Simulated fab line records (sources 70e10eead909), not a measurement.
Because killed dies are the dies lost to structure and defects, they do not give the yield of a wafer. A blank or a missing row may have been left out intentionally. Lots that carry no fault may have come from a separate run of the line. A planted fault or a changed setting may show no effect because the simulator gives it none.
3 desks, one fault | flow nandHarc | what lay behind the numbers comes last; until then each desk has only its own

## METROLOGY DESK
Means of the sampled wafers that have a number, per lot and without regard to the tool the lot ran on: this is what the gauges read. A lot is out of limits, marked OUT, if its mean lies more than 4 standard deviations from the usual mean; the brackets give that distance.
Columns: A = overlayXNm at NHARC_A_M1_OVL_MEAS_10, usual -0.3 nm; B = overlayYNm at NHARC_A_M1_OVL_MEAS_10, usual -0.2 nm
lot  | first seen here | A    | B
L678 | day 18 05:51    | 0.5  | -1.2
L679 | day 18 08:07    | -0.0 | 0.7
L677 | day 18 08:43    | -0.5 | -1.9
L684 | day 19 02:46    | -1.7 | -0.1
L685 | day 20 10:21    | -0.5 | -0.1
L688 | day 20 14:29    | 0.1  | -0.3
L687 | day 20 20:49    | -0.9 | -0.8
L689 | day 20 21:50    | -1.5 | 0.0
L692 | day 21 23:17    | -0.3 | -0.4
L698 | day 23 00:25    | -0.8 | 0.6
L699 | day 23 04:39    | 0.6  | 1.1
L700 | day 23 12:46    | -0.4 | 0.5
This desk found nothing out of limits on any of the 12 lots.

## THE DEFECT DESK
For each lot, the counts of the inspections along the route, averaged over the sampled wafers that have a number. A lot is out of limits, marked OUT, if its mean lies more than 4 standard deviations from the usual mean; the brackets give that distance.
Columns: A = rawDefectCount at NHARC_A_M1_INSPECT_11, usual 31
lot  | first seen here | A
L678 | day 18 05:53    | 39
L679 | day 18 08:10    | 13
L677 | day 18 08:45    | 6
L684 | day 19 02:49    | 34
L685 | day 20 10:23    | 44
L688 | day 20 14:31    | 16
L687 | day 20 20:52    | 18
L689 | day 20 21:52    | 32
L692 | day 21 23:19    | 40
L698 | day 23 00:28    | 38
L699 | day 23 04:41    | 51
L700 | day 23 12:48    | 39
This desk found nothing out of limits on any of the 12 lots.

## THE TOOL OWNER'S DESK: pvdSputter-01
The tool's own readings at NHARC_A_M1_PVD_21 (deposits Cu, target thk 30 nm, time 20.49 s): means of the sampled wafers that have a number, for each lot that ran on this tool. A lot is out of limits, marked OUT, if its mean lies more than 4 standard deviations from the usual mean; the brackets give that distance.
Columns: A = throttleValvePct at NHARC_A_M1_PVD_21, usual 30.0 %
lot  | first seen here | A
L679 | day 18 09:29    | 30.6
L677 | day 18 10:04    | 29.9
L685 | day 20 11:46    | 30.3
L688 | day 20 15:49    | 30.2
L689 | day 20 23:10    | 30.0
L692 | day 22 00:38    | 30.3
This desk found nothing out of limits on any of the 6 lots.

## ALL TOGETHER
At the metrology desk, nothing out of limits was observed.
Nothing out of limits was seen by the defect desk.
The tool owner's desk saw nothing out of limits.

## WHAT THE SIMULATOR HAD PUT IN
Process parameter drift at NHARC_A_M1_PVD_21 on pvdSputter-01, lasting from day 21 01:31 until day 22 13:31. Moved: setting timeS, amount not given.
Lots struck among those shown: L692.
